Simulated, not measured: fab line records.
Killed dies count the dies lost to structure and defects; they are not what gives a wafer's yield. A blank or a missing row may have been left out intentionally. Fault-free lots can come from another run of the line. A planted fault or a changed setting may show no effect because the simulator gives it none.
Comparing a struck lot with a sound one :: flow n5-finfet :: 15 out of 1938 route steps
Sound: these wafers, L531.1, L531.3, L531.5. Wafers struck: L546.1, L546.3, L546.5. The cause is named last.
For every step that has rows: the tool of each side, followed by ch and its chambers, followed by its first start. Under that, the readings that differ: sound wafers :: struck wafers :: difference of the means :: sigmas: that difference in standard deviations of wafers without a fault.
alike: words and numbers the same on both sides, and readings whose means are apart by under 2 such deviations; not compared: readings that were withheld, readings missing a value for some wafer, numbers with overlapping values and no deviation given by the record, and bounds like >300 which may hide the same value.
The two part at a step that has a row with sigmas, a row that says differs or no value, or rows on one side only. When numbers do not overlap yet have no deviation, they are printed without sigmas and do not part them. A reading that every wafer of one side lacks parts them only if that side has two wafers or more.

N5_BEOL_M7_RS_MEAS_57: the measuring method here is four-point-probe.
  sound on film-metro-02, day 9 06:42; struck on film-metro-02, day 13 01:17
  alike: M7_RS
N5_BEOL_M7_INSPECT_58: inspects for defects (darkfield).
  sound on defect-inspect-01, day 9 06:44; struck on defect-inspect-02, day 13 01:19
  alike: raw-defect-count
N5_BEOL_M8_ILD_DEP_00: deposits SiCOH lowk from DEMS/porogen, target thk 179.75 nm, time 33.4 s.
  sound on pecvd-03 ch 0,1, day 9 06:46; struck on pecvd-01 ch 0,1, day 13 01:22
  alike: heater-power-w, showerhead-plenum-p-Torr, showerhead-vpp-V, throttle-valve-pct
N5_BEOL_M8_CURE_74: cures SiCOH lowk, time 240 s.
  sound on uv-cure-03 ch 1, day 9 06:50; struck on uv-cure-03 ch 1, day 13 01:25
  alike: lamp-power-pct, wafer_temp_C_max
N5_BEOL_M8_THK_MEAS_01:
  sound on film-metro-02, day 9 07:22; struck on film-metro-01, day 13 01:56
  alike: M8_ILD_THK
N5_BEOL_M8_PECVD_70: deposits SiO2 from TEOS/O2, target thk 20 nm, time 22.7 s.
  sound on pecvd-03 ch 0,1,2, day 9 07:23; struck on pecvd-01 ch 0,2, day 13 01:58
  alike: heater-power-w, showerhead-plenum-p-Torr, showerhead-vpp-V, throttle-valve-pct
N5_BEOL_M8_HM_DEP_02: deposits TiN, target thk 20 nm.
  sound on pvd-sputter-02, day 9 08:57; struck on pvd-sputter-01, day 13 02:30
  alike: throttle-valve-pct
then, 5 steps without rows for these wafers: N5_BEOL_M8_COAT_59 (time 60 s, resist thk 100 nm); N5_BEOL_M8_COAT_60 (time 60 s, resist thk 35 nm); N5_BEOL_M8_COAT_05 (resist thk 90 nm); N5_BEOL_M8_EBR_07; N5_BEOL_M8_SOFTBAKE_06 (time 60 s).
N5_BEOL_M8_EXPOSE_08: exposes mask M8.
  sound on arfi-scanner-03 ch 0, day 9 09:19; struck on arfi-scanner-03 ch 0, day 13 02:44
reading: exposure-dose-mJ-cm2
sound: 68.27 68.22 68.23
struck: 66.58 66.60 66.57
difference: -1.66
sigmas: -24
  alike: mask
then, 1 step without rows for these wafers: N5_BEOL_M8_PEB_09 (peb time 60 s).
-- record jumps: 3 days separate the struck wafers' starts on either side; left off in module BEOL_M8, taken up again in module PASSIVATION, whose first shown step is the route's number 1936 --
N5_PASSIVATION_PROBE_49:
  sound on prober-02, day 12 13:08; struck on prober-01, day 16 10:10
  alike: defect-limited-yield, killed_at_M0_to_M3, killed_at_M4_up, killed-at-contacts, killed-at-front-end, killed-at-other, killed-dies, killed-open, killed-short, sort_bin_5_function, sort_bin_6_memory, sort_bin_8_speed, sort-n-pass, sort-yield-pct

WHERE THEY PART
Only at N5_BEOL_M8_EXPOSE_08, within this record. Later steps at which nothing parts them and some readings are alike: N5_PASSIVATION_PROBE_49.

WHY: whatever the simulator had introduced
Drift in process parameters on arfi-scanner-03 at N5_BEOL_M8_EXPOSE_08, starting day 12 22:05. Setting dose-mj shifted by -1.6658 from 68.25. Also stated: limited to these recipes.
